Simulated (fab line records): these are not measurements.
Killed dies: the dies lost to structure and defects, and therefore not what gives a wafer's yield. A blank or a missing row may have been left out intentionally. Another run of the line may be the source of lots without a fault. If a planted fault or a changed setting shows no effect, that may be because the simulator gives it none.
Matching of chambers || flow n5Finfet || 4 sister chambers for N5_BEOL_M8_CMP_52 on cmp-04
The step polishes, stops on SiCOH lowk, t overpolish 6.9 s, target thk 80 nm. 4 wafers are shown with their chamber, then 11 later ones without.

## WAFERS WITH THEIR CHAMBER
{"wafer": "L084.5", "chamber": 1, "motorCurrentA (A)": 5.4}
{"wafer": "L089.2", "chamber": 3, "motorCurrentA (A)": 6.6}
{"wafer": "L089.5", "chamber": 0, "motorCurrentA (A)": 6.4}
{"wafer": "L090.1", "chamber": 2, "motorCurrentA (A)": 5.7}

## WAFERS MISSING THEIR CHAMBER
{"wafer": "L090.3", "motorCurrentA (A)": 6.6}
{"wafer": "L090.4", "motorCurrentA (A)": 5.2}
{"wafer": "L092.1", "motorCurrentA (A)": 6.3}
{"wafer": "L092.2", "motorCurrentA (A)": 4.8}
{"wafer": "L092.3", "motorCurrentA (A)": 5.2}
{"wafer": "L092.4", "motorCurrentA (A)": 6.6}
{"wafer": "L092.5", "motorCurrentA (A)": 4.7}
{"wafer": "L092.6", "motorCurrentA (A)": 6.1}
{"wafer": "L094.2", "motorCurrentA (A)": 5.6}
{"wafer": "L094.4", "motorCurrentA (A)": 6.5}
{"wafer": "L094.5", "motorCurrentA (A)": 6.1}

## THE CHAMBER EACH PASSED THROUGH
{"wafer": "L090.3", "from the rows above": "can't be placed: 3 or 0", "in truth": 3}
{"wafer": "L090.4", "from the rows above": "can't be placed: 1 or 2", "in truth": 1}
{"wafer": "L092.1", "from the rows above": "can't be placed: 0 or 3 or 2", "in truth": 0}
{"wafer": "L092.2", "from the rows above": "can't be placed: 1 or 2", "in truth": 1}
{"wafer": "L092.3", "from the rows above": "can't be placed: 1 or 2", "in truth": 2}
{"wafer": "L092.4", "from the rows above": "can't be placed: 3 or 0", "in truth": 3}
{"wafer": "L092.5", "from the rows above": "can't be placed: 1 or 2", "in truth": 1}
{"wafer": "L092.6", "from the rows above": "can't be placed: 0 or 2 or 3 or 1", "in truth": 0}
{"wafer": "L094.2", "from the rows above": "can't be placed: 2 or 1", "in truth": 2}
{"wafer": "L094.4", "from the rows above": "can't be placed: 0 or 3", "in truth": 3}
{"wafer": "L094.5", "from the rows above": "can't be placed: 0 or 2 or 3 or 1", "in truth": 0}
Correctly placed: 0 of 11. Not placeable from these rows: 11 (in 11, the candidates include the true chamber). 0 placed wrongly.
How it was worked out, from the rows above alone: a wafer's distance from a chamber is the root of the sum, over the readings, of the square of ((its reading less the chamber's mean) divided by the reading's scatter). The wafer belongs to the nearest chamber; if the next one is less than 2 further off, it can't be placed. A chamber's mean is the mean of its shown wafers. The scatter: root of mean squared gap, hidden wafer to nearest shown wafer, with one shown wafer a chamber.
